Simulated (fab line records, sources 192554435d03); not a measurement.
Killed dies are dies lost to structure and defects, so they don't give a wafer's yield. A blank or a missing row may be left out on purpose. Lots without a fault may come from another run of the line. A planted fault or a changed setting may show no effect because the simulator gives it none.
Split-lot experiment | flow n5_finfet | 7 lots, 39 wafers read, on a route of 1938 steps

THE SPLIT
At N5_MOL_CONTACT_COAG_ETCH_67 (etches SOC in N2/H2, target depth 60 nm, overetch 21 nm, time 101.2 s), the setting source_w was moved away from the recipe's 840 W on 15 of the 39 wafers read, by -5.0% to +18.0%. The other wafers ran this setting at the recipe's value.

The reading is taken at the split's own step.

THE READING
rf_vpp_V, in V, at N5_MOL_CONTACT_COAG_ETCH_67 (etches SOC in N2/H2, target depth 60 nm, overetch 21 nm, time 101.2 s). Fault-free wafers of this fab line usually give 524.2 V, standard deviation 2.3 V.

wafer  | tool, chamber at the split | source_w as run, W | against the recipe | rf_vpp_V, V | against lot-mates on the recipe
L079.1 | rie_diel-05, 3             | 840                | recipe             | 522.1       | -
L079.2 | rie_diel-05, 0             | 840                | recipe             | 523.7       | -
L079.3 | rie_diel-05, 1             | 840                | recipe             | 526.0       | -
L079.4 | rie_diel-05, 2             | 840                | recipe             | 522.4       | -
L079.5 | rie_diel-05, 1             | 840                | recipe             | 526.5       | -
L079.6 | rie_diel-05, 0             | 840                | recipe             | 522.9       | -
L080.1 | rie_diel-05, 3             | 991.3              | +18.0%             | 493.9       | -30.9
L080.2 | rie_diel-05, 0             | 991.3              | +18.0%             | 495.3       | -29.5
L080.3 | rie_diel-05, 2             | 991.3              | +18.0%             | 496.1       | -28.7
L080.4 | rie_diel-05, 1             | 840                | recipe             | 525.3       | -
L080.5 | rie_diel-05, 1             | 840                | recipe             | 526.6       | -
L080.6 | rie_diel-05, 2             | 840                | recipe             | 522.5       | -
L082.1 | rie_diel-03, 0             | 929.9              | +10.7%             | 508.5       | -14.0
L082.2 | rie_diel-03, 1             | 840                | recipe             | 521.0       | -
L082.3 | rie_diel-03, 3             | 929.9              | +10.7%             | 506.7       | -15.8
L082.4 | rie_diel-03, 1             | 840                | recipe             | 520.4       | -
L082.5 | rie_diel-03, 0             | 840                | recipe             | 526.0       | -
L082.6 | rie_diel-03, 3             | 929.9              | +10.7%             | 506.5       | -16.0
L083.1 | rie_diel-01, 0             | 987.5              | +17.6%             | 495.5       | -31.6
L083.2 | rie_diel-01, 2             | 987.5              | +17.6%             | 497.8       | -29.3
L083.3 | rie_diel-01, 1             | 840                | recipe             | 528.0       | -
L083.4 | rie_diel-01, 2             | 840                | recipe             | 525.7       | -
L083.5 | rie_diel-01, 0             | 987.5              | +17.6%             | 495.6       | -31.5
L083.6 | rie_diel-01, 1             | 840                | recipe             | 527.5       | -
L084.1 | rie_diel-03, 1             | 840                | recipe             | 520.3       | -
L084.2 | rie_diel-03, 0             | 983.8              | +17.1%             | 497.8       | -26.0
L084.3 | rie_diel-03, 3             | 840                | recipe             | 524.8       | -
L084.4 | rie_diel-03, 1             | 983.8              | +17.1%             | 493.2       | -30.6
L084.5 | rie_diel-03, 0             | 840                | recipe             | 526.2       | -
L084.6 | rie_diel-03, 3             | 983.8              | +17.1%             | 496.9       | -26.9
L089.1 | rie_diel-03, 2             | 840                | recipe             | 521.7       | -
L089.2 | rie_diel-03, 3             | 798.2              | -5.0%              | 532.9       | +10.2
L089.3 | rie_diel-03, 0             | 798.2              | -5.0%              | 534.6       | +11.9
L089.4 | rie_diel-03, 1             | 840                | recipe             | 520.4       | -
L089.5 | rie_diel-03, 0             | 798.2              | -5.0%              | 534.2       | +11.5
L089.6 | rie_diel-03, 3             | 840                | recipe             | 526.0       | -
L093.3 | rie_diel-05, 2             | 840                | recipe             | 522.2       | -
L093.4 | rie_diel-05, 0             | 840                | recipe             | 524.2       | -
L093.6 | rie_diel-05, 2             | 840                | recipe             | 522.1       | -

THE FIT
A straight line over all 39 wafers: rf_vpp_V changes by -1.62 V for each +1% of source_w; r = -0.99; the points scatter about the line by 2.1 V.
The same after taking each lot's own level away (the mean of its wafers on the recipe; 39 wafers): -1.69 V for each +1%; r = -0.99; scatter 2.1 V.
On that fit, the largest move of source_w shifts the reading by 30 V.
The lots' own levels span 522.47 to 527.07 V, that is 2.0 times the standard deviation above.
So the lot-to-lot level changes the slope little: the two slopes agree.
Check: with one of the wafers moved furthest among these (+18.0%) left out of the fit, the line predicts -29.8 V for it against its lot-mates. It came out at -30.9 V against them.
Tool readings at the split's step, against how far the setting was moved: rf_vpp_V r = -0.99.

OTHER SPLITS ON THESE WAFERS
These wafers also went through other splits before the reading. Each is held against what the fit with the lots' levels taken away leaves over:
other split on the same wafers      | wafers away from the commonest value | r with rf_vpp_V (lot level and that fit taken away)
N5_MOL_CONTACT_COAG_ETCH_105 bias_w | 18                                   | -0.12

THE FILE'S OWN FIT
rf_vpp_V changes by -1.66 V for each +1% of source_w, r = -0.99.
